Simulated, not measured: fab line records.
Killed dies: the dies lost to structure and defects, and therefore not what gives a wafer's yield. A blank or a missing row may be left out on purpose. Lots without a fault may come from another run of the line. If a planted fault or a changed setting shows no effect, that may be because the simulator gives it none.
Matching of chambers + flow n5-finfet + pecvd-03 running N5_BEOL_M5_DEP_56: 3 sister chambers
The step deposits SiCN from 3MS/NH3, target thk 8 nm, time 14 s. 14 wafers are shown with their chamber, then 7 later ones without.

== WAFERS PAIRED WITH THEIR CHAMBERS ==
| wafer  | chamber | throttle-valve-pct (%) | showerhead-plenum-p-Torr (Torr) |
|--------|---------|------------------------|---------------------------------|
| L077.3 | 0       | 9.2                    | 3.671                           |
| L077.5 | 2       | 8.6                    | 3.683                           |
| L077.6 | 0       | 9.6                    | 3.678                           |
| L076.3 | 2       | 8.6                    | 3.688                           |
| L076.4 | 0       | 9.6                    | 3.674                           |
| L076.5 | 1       | 9.3                    | 3.683                           |
| L087.1 | 1       | 9.4                    | 3.664                           |
| L087.3 | 0       | 9.7                    | 3.678                           |
| L087.6 | 1       | 9.5                    | 3.668                           |
| L088.1 | 1       | 9.2                    | 3.670                           |
| L088.2 | 2       | 8.4                    | 3.679                           |
| L088.4 | 2       | 8.2                    | 3.676                           |
| L090.3 | 2       | 7.9                    | 3.667                           |
| L090.4 | 0       | 9.7                    | 3.664                           |

SIGNATURES, as means of the wafers listed above
| reading                  | chamber 0 | chamber 1 | chamber 2 | scatter within a chamber |
|--------------------------|-----------|-----------|-----------|--------------------------|
| throttle-valve-pct       | 9.560     | 9.350     | 8.340     | 0.228                    |
| showerhead-plenum-p-Torr | 3.67300   | 3.67125   | 3.67860   | 0.00731                  |
Rule: for each reading, subtract the chamber's mean from the wafer's reading, divide by that reading's scatter and square the result; add these up over the readings and take the root, which gives the wafer's distance from the chamber. If the next closest chamber is less than 2 further off than the closest, the wafer can't be placed; otherwise it belongs to the closest. How the scatter is found: for the shown wafers, subtract from each reading the mean of its chamber, square and add these, divide the total by (wafers less chambers), then take the root.

== WAFERS WITHOUT THEIR CHAMBER ==
| wafer  | throttle-valve-pct (%) | showerhead-plenum-p-Torr (Torr) |
|--------|------------------------|---------------------------------|
| L090.6 | 9.1                    | 3.674                           |
| L095.3 | 9.6                    | 3.670                           |
| L095.4 | 9.6                    | 3.665                           |
| L095.5 | 8.4                    | 3.671                           |
| L094.1 | 9.1                    | 3.677                           |
| L094.3 | 9.6                    | 3.677                           |
| L094.5 | 9.2                    | 3.678                           |

== WHICH CHAMBER EACH ONE RAN IN ==
| wafer  | from the rows above          | in truth |
|--------|------------------------------|----------|
| L090.6 | can't be placed: 1 or 0      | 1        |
| L095.3 | can't be placed: 0 or 1      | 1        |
| L095.4 | can't be placed: 0 or 1      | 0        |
| L095.5 | 2                            | 2        |
| L094.1 | can't be placed: 1 or 0 or 2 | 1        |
| L094.3 | can't be placed: 0 or 1      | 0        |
| L094.5 | can't be placed: 1 or 0      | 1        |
Placed correctly: 1 of 7. Not placeable from these rows: 6 (in 6, the candidates include the true chamber). Wrongly placed: 0.
